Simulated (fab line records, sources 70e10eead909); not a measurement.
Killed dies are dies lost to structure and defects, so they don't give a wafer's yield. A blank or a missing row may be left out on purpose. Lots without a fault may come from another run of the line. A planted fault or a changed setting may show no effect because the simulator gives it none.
fab line records | flow nand_harc
record lots=13 wafers=39 last_day=25
route steps=1159 shown P_BONDPAD@371 A_ZERO_WELL@403 A_ONON_D1@426 END@1159
lots that met no fault: from a run of the same line without faults
start_h: hours from the record's first day to the start of the lot's first wafer shown | wait_h: hours since the lot's step before | " the same as in the row above | L1.1+2: a row that stands for several wafers | - no value, or no start given | * or withheld: withheld | < > ~ a bound
route shown NAME@n: a module of which the file shows steps, and the number in the route of the first | usual: mean/standard deviation of fault-free wafers | same: alike in all rows | chamber/n: place in a boat | sites: the reading at each site | _std_site: their standard deviation | _edge_site: outer sites' mean less inner sites' | radius_mm: how far each site lies from the wafer's centre | mask NAME#n: copy n | behind: the tool/chamber that last shaped the wafer | hold: why the lot was held/for how many hours/how that ended | device: the transistor (n, p or np) that didn't switch | end of line: the same wafers' tests at the end of the route | a step without rows: its recipe alone | killed: dies lost to structure and defects at the first sort, not the wafer's yield | map: a wafer's dies, x killed, . not, _ none there
set.NAME: the setting as run; set.NAME@STEP: as run at that earlier step | model.NAME: the simulator's own value behind a step, which no gauge read
steps of the route over a sample of lots; a table a step, a row a wafer
services: from which hour (start_h, from the record's first day; less than 0 if before it) a tool's chamber was out of use, for how many hours, and why
## steps
# step NHARC_P_BONDPAD_STRIP_15
# recipe o2_flow_sccm=500 ar_flow_sccm=0 bias_w=0 chemistry=O2
# usual drypump_motor_current_A=5.7/0.42 oes_product_au=1.001/0.011 rf_vpp_V=57.8/0.92 showerhead_plenum_p_Torr=3.50/0.16 throttle_valve_pct=17.037/0.01
# columns lot.wafer tool chamber start_h wait_h drypump_motor_current_A oes_product_au rf_hours_counter_h rf_vpp_V showerhead_plenum_p_Torr throttle_valve_pct
L409.4 rie_diel-10 1 128.02 0.1 6.3 0.988 40 55.5 3.30 17.043
L409.2 " 2 " " 5.6 1.009 43 57.4 3.46 17.040
L409.5 " 0 " " 6.3 0.988 - 58.6 3.74 17.035
L410.4 rie_diel-11 3 129.15 0.1 5.9 0.984 35 57.2 3.52 17.038
L410.2 " 0 " " 6.1 0.996 34 56.5 3.60 17.041
L410.5 " 2 " " 6.5 1.017 - 58.3 3.59 17.029
L411.1 rie_diel-10 2 143.63 0.1 5.6 1.001 50 57.3 3.45 17.040
L411.2 " 0 " " 6.3 0.990 49 58.4 3.74 17.025
L411.5 " 3 " " 6.0 1.000 - 58.1 3.65 17.036
L414.4 rie_diel-08 0 163.31 0.1 5.6 1.013 3 56.9 3.29 17.027
L414.6 " 0 " " 5.6 1.018 - 55.9 3.29 17.031
L414.5 " 1 " " 6.0 1.020 - 57.9 3.73 17.035
L421.3 rie_diel-08 0 213.01 0.1 5.6 0.995 6 57.6 3.29 17.034
L421.1 " 3 " " 5.0 0.990 7 58.9 3.54 17.021
L421.6 " 1 " " 6.0 1.009 - 58.3 3.73 17.029
L423.1 rie_diel-08 0 213.83 0.1 5.6 0.992 7 56.6 3.29 17.024
L423.2 " 1 " " 6.0 1.010 6 56.7 3.73 17.045
L423.4 " 3 " " 5.0 0.999 7 57.9 3.54 17.047
L425.2 rie_diel-08 0 224.99 0.1 5.7 1.006 8 56.6 3.29 17.009
L425.4 " 1 " " 6.0 1.010 7 58.3 3.73 17.028
L425.3 " 3 " " 5.0 0.985 8 57.8 3.54 17.040
L426.2 rie_diel-08 0 238.95 0.1 5.6 0.996 9 57.7 3.29 17.042
L426.1 " 1 " " 6.1 1.015 9 57.6 3.73 17.035
L426.6 " 0 " " 5.6 1.008 - 57.3 3.29 17.045
L428.3 rie_diel-08 0 241.70 0.1 5.6 0.998 10 56.7 3.29 17.033
L428.5 " 0 " " 5.6 1.001 - 59.5 3.29 17.042
L428.6 " 1 " " 6.0 1.016 - 57.5 3.73 17.032
L429.4 rie_diel-08 3 253.54 0.1 5.0 0.998 11 59.1 3.54 17.046
L429.3 " 0 " " 5.7 1.004 11 56.1 3.29 17.025
L429.2 " 1 " " 6.0 1.030 10 57.0 3.73 17.053
L430.2 rie_diel-08 2 257.61 0.1 5.7 1.006 11 57.1 3.37 17.032
L430.4 " 0 " " 5.6 1.015 11 56.9 3.29 17.041
L430.5 " 2 " " 5.7 1.015 - 58.5 3.36 17.041
L431.3 rie_diel-08 2 258.20 0.1 5.7 1.002 11 59.4 3.37 17.031
L431.1 " 3 " " 5.0 1.007 11 58.6 3.54 17.026
L431.4 " 0 " " 5.6 0.996 11 57.7 3.29 17.020
L432.3 rie_diel-08 2 281.53 0.1 5.7 1.001 13 57.7 3.36 17.030
L432.4 " 3 " " 5.0 0.998 13 57.0 3.53 17.029
L432.6 " 2 " " 5.7 1.013 - 57.3 3.36 17.015
# step NHARC_A_ZERO_WELL_DESCUM_12
# recipe time_s=3 o2_flow_sccm=200 ar_flow_sccm=0 bias_power_w=0 chemistry=O2
# usual drypump_motor_current_A=5.7/0.61 oes_product_au=1.002/0.012 rf_vpp_V=57.9/0.9 showerhead_plenum_p_Torr=1.95/0.077 throttle_valve_pct=11.312/0.009
# same bias_power_w=0
# columns lot.wafer tool chamber start_h wait_h drypump_motor_current_A oes_product_au rf_hours_counter_h rf_vpp_V showerhead_plenum_p_Torr throttle_valve_pct
L409.4 rie_diel-03 2 131.59 - 6.8 1.004 9 58.2 1.87 11.285
L409.2 " 3 " " 5.3 0.972 9 57.0 1.93 11.300
L409.5 " 1 " " 5.3 1.005 - 58.0 2.06 11.322
L410.4 rie_diel-09 2 132.60 - 6.3 1.011 2 58.7 2.04 11.301
L410.2 " 1 " " 6.7 0.990 2 58.0 2.00 11.312
L410.5 " 2 " " 6.3 0.999 - 58.3 2.04 11.327
L411.2 rie_diel-01 3 147.70 - 5.6 1.005 0 56.6 1.92 11.299
L411.1 " 0 " " 5.7 1.021 0 58.3 1.89 11.305
L411.5 " 3 " " 5.6 0.997 - 59.1 1.92 11.326
L414.4 rie_diel-03 1 167.04 - 5.3 0.997 13 58.6 2.06 11.321
L414.6 " 0 " " 4.8 1.006 - 57.6 1.95 11.330
L414.5 " 1 " " 5.3 1.004 - 57.3 2.06 11.327
L421.1 rie_diel-01 0 216.65 - 5.7 1.024 5 57.2 1.89 11.320
L421.3 " 1 " " 5.3 1.016 6 57.6 1.95 11.324
L421.6 " 0 " " 5.7 1.013 - 56.6 1.89 11.305
L423.2 rie_diel-09 3 217.49 - 5.9 1.025 10 58.3 2.06 11.304
L423.1 " 0 " " 5.9 0.986 11 58.8 1.99 11.302
L423.4 " 1 " " 6.7 0.989 9 58.9 2.00 11.313
L425.3 rie_diel-03 3 228.68 - 5.3 0.989 1 57.4 1.93 11.298
L425.4 " 1 " " 5.4 1.006 1 59.2 2.06 11.323
L425.2 " 2 " " 6.9 0.994 1 57.3 1.87 11.318
L426.2 rie_diel-03 2 242.74 - 6.8 1.006 2 56.0 1.87 11.309
L426.1 " 3 " " 5.3 0.983 2 57.7 1.93 11.314
L426.6 " 0 " " 4.8 0.997 - 58.2 1.95 11.310
L428.3 rie_diel-03 1 245.24 - 5.4 0.993 2 58.8 2.06 11.302
L428.5 " 3 " " 5.3 0.980 - 58.0 1.93 11.307
L428.6 " 0 " " 4.8 0.995 - 57.3 1.95 11.306
L429.4 rie_diel-03 2 257.20 - 6.8 1.013 3 57.6 1.87 11.311
L429.2 " 0 " " 4.8 1.005 3 58.2 1.95 11.310
L429.3 " 1 " " 5.4 0.998 3 58.6 2.06 11.321
L430.4 rie_diel-01 3 261.24 - 5.7 1.007 9 57.6 1.91 11.319
L430.2 " 1 " " 5.3 1.010 9 57.3 1.95 11.308
L430.5 " 3 " " 5.6 1.001 - 56.3 1.91 11.320
L431.3 rie_diel-01 3 261.91 - 5.7 1.004 9 57.4 1.91 11.322
L431.4 " 0 " " 5.7 0.999 8 56.7 1.89 11.302
L431.1 " 2 " " 6.0 1.014 9 57.4 1.79 11.305
L432.3 rie_diel-09 0 285.11 - 5.9 0.996 1 58.4 1.99 11.313
L432.4 " 3 " " 5.9 1.021 1 57.6 2.05 11.326
L432.6 " 0 " " 5.9 0.998 - 58.3 1.99 11.317
# step NHARC_A_ONON_D1_DEP_03
# recipe target_thk_a=10000 n2_flow_sccm=2750 n2o_flow_sccm=2000 nh3_flow_sccm=500 sih4_flow_sccm=210 temp_c=400
# usual n2_flow_sccm=2749/7.4
# columns lot.wafer tool chamber start_h wait_h n2_flow_sccm
L409.2 pecvd_onon-02 0 154.13 0.1 2751
L409.4 " 0 " " 2747
L409.5 " 0 " " 2754
L410.2 pecvd_onon-02 0 154.49 0.1 2743
L410.4 " 0 " " 2742
L410.5 " 0 " " 2747
L411.1 pecvd_onon-02 0 169.61 0.1 2742
L411.2 " 0 " " 2749
L411.5 " 0 " " 2743
L414.4 pecvd_onon-02 0 191.35 0.2 2755
L414.5 " 0 " " 2756
L414.6 " 0 " " 2742
L423.1 pecvd_onon-01 0 239.61 0.1 2740
L423.2 " 0 " " 2740
L423.4 " 0 " " 2755
L421.1 pecvd_onon-03 0 239.66 0.1 2744
L421.3 " 0 " " 2741
L421.6 " 0 " " 2743
L425.2 pecvd_onon-03 0 249.87 0.1 2758
L425.3 " 0 " " 2761
L425.4 " 0 " " 2748
L426.1 pecvd_onon-02 0 266.50 0.1 2749
L426.2 " 0 " " 2741
L426.6 " 0 " " 2752
L428.3 pecvd_onon-03 0 266.61 0.2 2759
L428.5 " 0 " " 2752
L428.6 " 0 " " 2754
L431.1 pecvd_onon-01 0 282.11 0.1 2752
L431.3 " 0 " " 2744
L431.4 " 0 " " 2751
L429.2 pecvd_onon-02 0 282.16 0.1 2741
L429.3 " 0 " " 2743
L429.4 " 0 " " 2736
L430.2 pecvd_onon-03 0 282.18 0.1 2747
L430.4 " 0 " " 2753
L430.5 " 0 " " 2753
L432.3 pecvd_onon-02 0 309.47 0.2 2742
L432.4 " 0 " " 2750
L432.6 " 0 " " 2753
# step NHARC_A_ONON_D1_THK_MEAS_05
# recipe thk_meas_gauge=ellipsometry
# usual thk_nm=1001/10
# columns lot.wafer tool chamber start_h wait_h thk_nm
L409.2 film_metro-01 - 154.58 - 983
L409.4 " - " " 984
L409.5 " - " " 982
L410.2 film_metro-02 - 154.94 - 991
L410.4 " - " " 992
L410.5 " - " " 990
L411.1 film_metro-02 - 170.13 - 483
L411.2 " - " " 482
L411.5 " - " " 484
L414.4 film_metro-02 - 191.69 - 495
L414.5 " - " " 493
L414.6 " - " " 494
L423.1 film_metro-02 - 240.11 - 1007
L423.2 " - " " 1006
L423.4 " - " " 1006
L421.1 film_metro-02 - 240.17 - 1006
L421.3 " - " " 1006
L421.6 " - " " 1005
L425.2 film_metro-02 - 250.32 - 1002
L425.3 " - " " 1001
L425.4 " - " " 1000
L428.3 film_metro-01 - 267.01 - 1002
L428.5 " - " " 1001
L428.6 " - " " 999
L426.1 film_metro-02 - 267.01 - 1009
L426.2 " - " " 1007
L426.6 " - " " 1009
L429.2 film_metro-01 - 282.62 - 1003
L429.3 " - " " 1002
L429.4 " - " " 1003
L431.1 film_metro-02 - 282.62 - 996
L431.3 " - " " 995
L431.4 " - " " 997
L430.2 film_metro-01 - 282.64 - 1024
L430.4 " - " " 1023
L430.5 " - " " 1023
L432.3 film_metro-02 - 309.86 - 1009
L432.4 " - " " 1010
L432.6 " - " " 1010
# step NHARC_END_SORT_01
# recipe temp_c=25
# usual killed_at_array=27/10 killed_at_other=0.6/0.83 killed_at_periphery=2.4/1.8 killed_dies=30/10 killed_open=3.3/1.7 killed_short=1.8/1.4
# same gross_dies=677
# columns lot.wafer tool chamber start_h wait_h killed_at_array killed_at_other killed_at_periphery killed_dies killed_open killed_short
L411.1 prober-02 0 470.09 2.5 673 1 3 677 2 1
L411.2 prober-02 0 470.89 2.8 676 0 1 677 1 3
L411.5 prober-02 0 473.29 3.7 674 0 3 677 3 0
L414.4 prober-02 0 480.31 3.4 675 0 2 677 4 2
L414.5 prober-02 0 481.10 3.7 673 2 2 677 4 3
L414.6 prober-02 0 481.89 4.0 672 4 1 677 4 4
# killed by level:class
L411.1 A_ONON_D1:area_dep=645 A_CHANNEL_HOLE_D1:chamber_film_flake=19 A_BONDPAD:chamber_film_flake=4 P_CONTACT:geometric_particle:open=2 A_CONTACT:chamber_film_flake=2 STARTING-WAFER:geometric_particle:short=1 P_ZERO_WELL:chamber_film_flake=1 A_ZERO_WELL:chamber_film_flake=1
L411.2 A_ONON_D1:area_dep=642 A_CHANNEL_HOLE_D1:chamber_film_flake=15 A_ZERO_WELL:chamber_film_flake=6 A_WL_FILL:geometric_particle:short=2 A_CONTACT:chamber_film_flake=2 A_BONDPAD:chamber_film_flake=2 A_CHANNEL_FILL_D1:geometric_particle:short=1 A_CHANNEL_FILL_D1:geometric_particle:open=1
L411.5 A_ONON_D1:area_dep=650 A_CHANNEL_HOLE_D1:chamber_film_flake=11 A_CONTACT:chamber_film_flake=4 A_CHANNEL_FILL_D1:geometric_particle:open=2 A_ZERO_WELL:chamber_film_flake=2 A_M1:chamber_film_flake=2 A_BONDPAD:chamber_film_flake=2 P_M0:geometric_particle:open=1
L414.4 A_ONON_D1:area_dep=666 P_M0:geometric_particle:open=1 A_SOURCE_PLATE:geometric_particle:short=1 A_ONON_D1:geometric_particle:open=1 A_CHANNEL_FILL_D1:geometric_particle:short=1 A_SGD_CUT:geometric_particle:open=1 A_CONTACT:geometric_particle:open=1 P_GATE:chamber_film_flake=1
L414.5 A_ONON_D1:area_dep=654 A_STAIRCASE:chamber_film_flake=7 A_CHANNEL_HOLE_D1:chamber_film_flake=4 A_CHANNEL_FILL_D1:geometric_particle:short=3 A_CONTACT:geometric_particle:open=2 P_M0:geometric_particle:open=1 STARTING-WAFER:geometric_particle:open=1 P_STI:chamber_film_flake=1
L414.6 A_ONON_D1:area_dep=656 THIN_TSV:chamber_film_flake=4 A_CHANNEL_FILL_D1:geometric_particle:short=2 A_BLC:geometric_particle:open=2 A_CHANNEL_HOLE_D1:chamber_film_flake=2 A_STAIRCASE:chamber_film_flake=2 A_WL_FILL:geometric_particle:open=1 A_CONTACT:geometric_particle:short=1
## services
# columns tool chamber start_h hours kind
rie_diel-01 1 107.02 6.3 repair
rie_diel-08 1 107.43 4.5 repair
pecvd_onon-02 - 111.27 13.0 pm
rie_diel-01 1 115.92 8.4 repair
rie_diel-08 - 124.86 9.0 pm
rie_diel-03 3 127.48 1.2 repair
rie_diel-10 2 133.21 3.4 repair
rie_diel-01 - 138.11 9.0 pm
rie_diel-03 2 139.12 2.8 repair
rie_diel-08 2 143.46 1.6 repair
pecvd_onon-03 - 153.25 13.0 pm
rie_diel-08 2 165.10 8.6 repair
rie_diel-08 1 180.46 9.2 repair
rie_diel-09 2 181.93 8.8 repair
rie_diel-01 3 188.51 1.5 repair
rie_diel-03 0 198.91 7.0 repair
rie_diel-03 - 204.02 1.9 repair
rie_diel-03 - 215.31 9.0 pm
rie_diel-09 0 217.68 3.2 repair
rie_diel-09 0 226.98 2.1 repair
rie_diel-09 - 254.12 9.0 pm
pecvd_onon-02 - 292.27 13.0 pm
rie_diel-09 0 298.13 4.3 repair
rie_diel-08 - 301.86 9.0 pm
## key
first_sign step=NHARC_A_ONON_D1_THK_MEAS_05 reading=thk_nm direction=down sigmas=50 usual=1001 struck=489
effect step=NHARC_END_SORT_01 reading=killed_at_array direction=up sigmas=63 usual=27 struck=674
more_kills_born_at NHARC_A_ONON_D1_DEP_03@pecvd_onon-02=3913
met_at NHARC_A_ONON_D1_DEP_03
struck_lots L411,L414
struck_wafers L411.1,L411.2,L411.5,L414.4,L414.5,L414.6
later_rows_left_out L411.1,L411.2,L411.5,L414.4,L414.5,L414.6
tester_left_out L411,L414
not_acting_at NHARC_P_BONDPAD_STRIP_15,NHARC_A_ZERO_WELL_DESCUM_12
onset_between 154.49 169.61
fault kind=process_parameter_drift tool=pecvd_onon-02 chamber=0 onset_h=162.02 steps=NHARC_A_ONON_D1_DEP_03 channel=target_thk_a offset=* shape=step end_h=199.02 acts_in=* stated=*
# tester_left_out: of these lots the tester's yield and bins aren't shown, on N5 and GAA mostly nor the transistor test; their killed dies are dies lost to structure and defects alone, not to doping, threshold or leakage, so they don't give the yield
# later_rows_left_out: the simulator's readings of these wafers behind a module that went badly wrong aren't trusted and aren't shown, but for the sort
